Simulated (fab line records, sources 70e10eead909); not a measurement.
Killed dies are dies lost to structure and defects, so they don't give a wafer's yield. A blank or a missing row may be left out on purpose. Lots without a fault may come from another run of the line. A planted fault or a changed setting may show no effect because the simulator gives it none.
Which tool did it? | flow nand_harc | 13 lots, 37 wafers sampled, at 5 steps of a route of 1302

WHAT THE GAUGES READ, wafer by wafer
NHARC_P_GATE_CD_MEAS_11: target cd 1640 nm. Usual: cd_nm 1638.9 nm, standard deviation 1.8.
lot  | measured     | on        | cd_nm (nm)           | flag
L251 | day 5 01:14  | cd_sem-02 | 1639.7 1640.4 1638.0 |
L254 | day 6 01:15  | cd_sem-01 | 1638.6 1637.4 1637.9 |
L255 | day 6 18:10  | cd_sem-01 | 1638.9 1637.8 1638.5 |
L257 | day 7 12:00  | cd_sem-03 | 1637.4 1638.5 1639.2 |
L259 | day 8 06:26  | cd_sem-03 | 1636.8 1639.4 1638.6 |
L260 | day 8 06:36  | cd_sem-01 | 1638.8 1640.6 1641.0 |
L261 | day 8 21:10  | cd_sem-02 | 1641.1 1638.1 1635.5 |
L264 | day 10 10:20 | cd_sem-03 | 1638.4 1642.1 1638.4 |
L265 | day 10 10:32 | cd_sem-02 | 1640.4 1638.3        |
L268 | day 11 19:09 | cd_sem-03 | 1640.5 1637.5        |
L270 | day 12 14:04 | cd_sem-01 | 1639.3 1639.6 1639.3 |
L272 | day 13 08:59 | cd_sem-02 | 1638.6 1637.0 1641.8 |
L273 | day 13 18:29 | cd_sem-03 | 1637.0 1640.4 1639.1 |

NHARC_P_GATE_OVL_MEAS_27. Usual: overlay_x_nm -0.3 nm, standard deviation 0.74; overlay_y_nm 0.0 nm, standard deviation 0.86.
lot  | measured     | on         | overlay_x_nm (nm) | overlay_y_nm (nm) | flag
L251 | day 5 15:40  | overlay-02 | -0.7 -0.5 -0.1    | 0.5 0.0 -0.2      |
L254 | day 6 16:50  | overlay-01 | 0.6 0.7 0.0       | -0.9 -0.7 -0.7    |
L255 | day 7 08:02  | overlay-01 | -1.5 -1.3 -0.8    | -0.6 -0.8 -0.7    |
L257 | day 8 05:00  | overlay-01 | 0.6 0.8 0.9       | 1.6 1.9 1.0       |
L259 | day 8 20:46  | overlay-02 | 0.3 0.4 0.2       | -1.1 -0.4 -1.2    |
L260 | day 8 20:36  | overlay-02 | -0.5 -0.6 -0.3    | -1.2 -1.4 -2.6    |
L261 | day 9 12:55  | overlay-02 | 0.1 0.0 0.2       | 1.5 1.0 1.4       |
L264 | day 11 01:10 | overlay-01 | 0.6 0.5 0.7       | -0.1 0.1 0.1      |
L265 | day 11 01:25 | overlay-02 | -0.3 0.1          | -0.9 -0.4         |
L268 | day 12 12:32 | overlay-02 | -0.8 -1.3         | -0.2 0.1          |
L270 | day 13 07:04 | overlay-02 | -0.3 0.3 -1.0     | -1.1 -0.7 -0.6    |
L272 | day 14 03:16 | overlay-02 | -0.7 -0.3 -0.5    | 0.7 0.2 0.2       |
L273 | day 14 11:22 | overlay-01 | -0.2 -0.9 -1.1    | -0.8 -0.2 0.0     |

NHARC_END_SORT_01. Usual: killed_at_array 41, standard deviation 10; killed_at_other 0.8, standard deviation 0.91; killed_at_periphery 4.2, standard deviation 2.9; killed_dies 46, standard deviation 10; killed_open 3.5, standard deviation 2.1; killed_short 2.5, standard deviation 1.6.
lot  | measured     | on        | killed_at_array | killed_at_other | killed_at_periphery | killed_dies | killed_open | killed_short | flag
L261 | day 29 02:23 | prober-01 | 33 38 32        | 2 2 2           | 6 3 2               | 41 43 36    | 1 3 3       | 2 0 0        |

WHICH TOOL RAN EACH LOT (tool, then ch and the chambers of the sampled wafers, then the start)
lot  | NHARC_P_GATE_DESCUM_31             | NHARC_P_GATE_ETCH_104
L251 | rie_diel-05 ch 0,3, day 5 15:46    | rie_diel-05 ch 0,2,3, day 5 15:53
L254 | rie_diel-12 ch 0,1,2, day 6 16:56  | rie_diel-12 ch 0,1,2, day 6 17:01
L255 | rie_diel-12 ch 0,1,3, day 7 08:10  | rie_diel-12 ch 2,3, day 7 08:13
L257 | rie_diel-07 ch 0,1,2, day 8 05:06  | rie_diel-07 ch 0,1,2, day 8 05:11
L259 | rie_diel-07 ch 0,2,3, day 8 20:51  | rie_diel-07 ch 1,2,3, day 8 20:56
L260 | rie_diel-05 ch 0,2,3, day 8 20:43  | rie_diel-05 ch 1,3, day 8 20:47
L261 | rie_diel-07 ch 0,2, day 9 13:01    | rie_diel-07 ch 0,2,3, day 9 13:07
L264 | rie_diel-05 ch 0,1,3, day 11 01:17 | rie_diel-05 ch 1,2,3, day 11 01:21
L265 | rie_diel-07 ch 0,2, day 11 01:31   | rie_diel-07 ch 0,3, day 11 01:38
L268 | rie_diel-07 ch 1,2, day 12 12:39   | rie_diel-07 ch 2,3, day 12 12:50
L270 | rie_diel-05 ch 0,2,3, day 13 07:10 | rie_diel-05 ch 0,1,3, day 13 07:16
L272 | rie_diel-05 ch 1,2,3, day 14 03:23 | rie_diel-05 ch 1,2,3, day 14 03:27
L273 | rie_diel-05 ch 1,2, day 14 11:28   | rie_diel-05 ch 1,2,3, day 14 11:33
- NHARC_P_GATE_DESCUM_31: chemistry O2, time 3 s.
- NHARC_P_GATE_ETCH_104: etches the open film in CF4/CHF3, target depth 60 nm.

WHAT THE TOOLS THEMSELVES READ (means of the sampled wafers that have a number; where no wafer has one, the mark that the record gives instead)
NHARC_P_GATE_DESCUM_31. Usual: drypump_motor_current_A 5.8 A, standard deviation 0.52; oes_product_au 0.999 a.u., standard deviation 0.011; rf_vpp_V 58.0 V, standard deviation 0.85; showerhead_plenum_p_Torr 1.94 Torr, standard deviation 0.079; throttle_valve_pct 11.312 %, standard deviation 0.0088.
lot  | tool        | drypump_motor_current_A (A) | oes_product_au (a.u.) | rf_vpp_V (V) | showerhead_plenum_p_Torr (Torr) | throttle_valve_pct (%) | flag
L251 | rie_diel-05 | 6.1                         | 0.999                 | 58.2         | 1.87                            | 11.315                 |
L254 | rie_diel-12 | 5.6                         | 0.993                 | 57.4         | 1.94                            | 11.312                 |
L255 | rie_diel-12 | 5.7                         | 0.995                 | 58.9         | 2.00                            | 11.316                 |
L257 | rie_diel-07 | 5.8                         | 1.005                 | 57.5         | 1.93                            | 11.319                 |
L259 | rie_diel-07 | 6.4                         | 1.008                 | 57.7         | 1.88                            | 11.309                 |
L260 | rie_diel-05 | 5.8                         | 1.005                 | 57.8         | 1.94                            | 11.302                 |
L261 | rie_diel-07 | 6.3                         | 1.009                 | 58.2         | 1.87                            | 11.305                 |
L264 | rie_diel-05 | 5.7                         | 0.994                 | 57.8         | 1.94                            | 11.308                 |
L265 | rie_diel-07 | 6.3                         | 1.010                 | 57.3         | 1.88                            | 11.306                 |
L268 | rie_diel-07 | 5.6                         | 0.995                 | 56.7         | 1.96                            | 11.309                 |
L270 | rie_diel-05 | 5.8                         | 0.997                 | 57.5         | 1.94                            | 11.316                 |
L272 | rie_diel-05 | 5.7                         | 0.993                 | 57.9         | 1.96                            | 11.316                 |
L273 | rie_diel-05 | 5.4                         | 1.011                 | 57.7         | 2.02                            | 11.304                 |

NHARC_P_GATE_ETCH_104. Usual: drypump_motor_current_A 5.8 A, standard deviation 0.52; oes_product_au 0.950 a.u., standard deviation 0.022; rf_vpp_V 371.3 V, standard deviation 2.1; showerhead_plenum_p_Torr 1.60 Torr, standard deviation 0.06; throttle_valve_pct 16.802 %, standard deviation 0.0084.
lot  | tool        | drypump_motor_current_A (A) | oes_product_au (a.u.) | rf_vpp_V (V) | showerhead_plenum_p_Torr (Torr) | throttle_valve_pct (%) | flag
L251 | rie_diel-05 | 5.8                         | 0.922                 | 371.5        | 1.60                            | 16.792                 |
L254 | rie_diel-12 | 5.6                         | 0.972                 | 371.5        | 1.59                            | 16.798                 |
L255 | rie_diel-12 | 5.5                         | 0.936                 | 369.5        | 1.56                            | 16.809                 |
L257 | rie_diel-07 | 5.8                         | 0.971                 | 371.5        | 1.59                            | 16.804                 |
L259 | rie_diel-07 | 5.9                         | 0.922                 | 370.9        | 1.59                            | 16.798                 |
L260 | rie_diel-05 | 5.6                         | 0.937                 | 371.5        | 1.61                            | 16.805                 |
L261 | rie_diel-07 | 6.4                         | 0.931                 | 370.5        | 1.55                            | 16.796                 |
L264 | rie_diel-05 | 5.7                         | 0.964                 | 371.6        | 1.61                            | 16.800                 |
L265 | rie_diel-07 | 6.4                         | 0.804                 | 369.5        | 1.54                            | 16.803                 | OFF
L268 | rie_diel-07 | 6.3                         | 0.799                 | 370.5        | 1.56                            | 16.796                 | OFF
L270 | rie_diel-05 | 5.7                         | 0.961                 | 371.3        | 1.59                            | 16.798                 |
L272 | rie_diel-05 | 5.7                         | 0.931                 | 371.5        | 1.61                            | 16.802                 |
L273 | rie_diel-05 | 5.6                         | 0.976                 | 371.6        | 1.61                            | 16.804                 |

THE ANSWER, worked out from the rows above alone
Rule: a lot is off if the mean of its wafers that have a number lies more than 3 standard deviations from the usual mean. A lot without any number at a reading at which 4 lots or more have one is off too. The other lots that the step has rows for count as sound. The gauges are gone through in route order, then the tools' own readings, and for those a lot's mean is taken as printed above. The first step at which some lot is off is used, and at that step the reading that is off furthest; a lot without a number counts as furthest.
Off: L265, L268, at NHARC_P_GATE_ETCH_104 (oes_product_au).
A tool fits if, at that step or a process step before it, it ran every lot that is off, and no sound lot after the first of them. One fits: rie_diel-07 at NHARC_P_GATE_DESCUM_31 and NHARC_P_GATE_ETCH_104. At NHARC_P_GATE_DESCUM_31 its last sound lot is L261 (day 9 13:01), its first lot that is off L265 (day 11 01:31): a fault that began between those two fits.

WHAT THE SIMULATOR HAD PUT IN
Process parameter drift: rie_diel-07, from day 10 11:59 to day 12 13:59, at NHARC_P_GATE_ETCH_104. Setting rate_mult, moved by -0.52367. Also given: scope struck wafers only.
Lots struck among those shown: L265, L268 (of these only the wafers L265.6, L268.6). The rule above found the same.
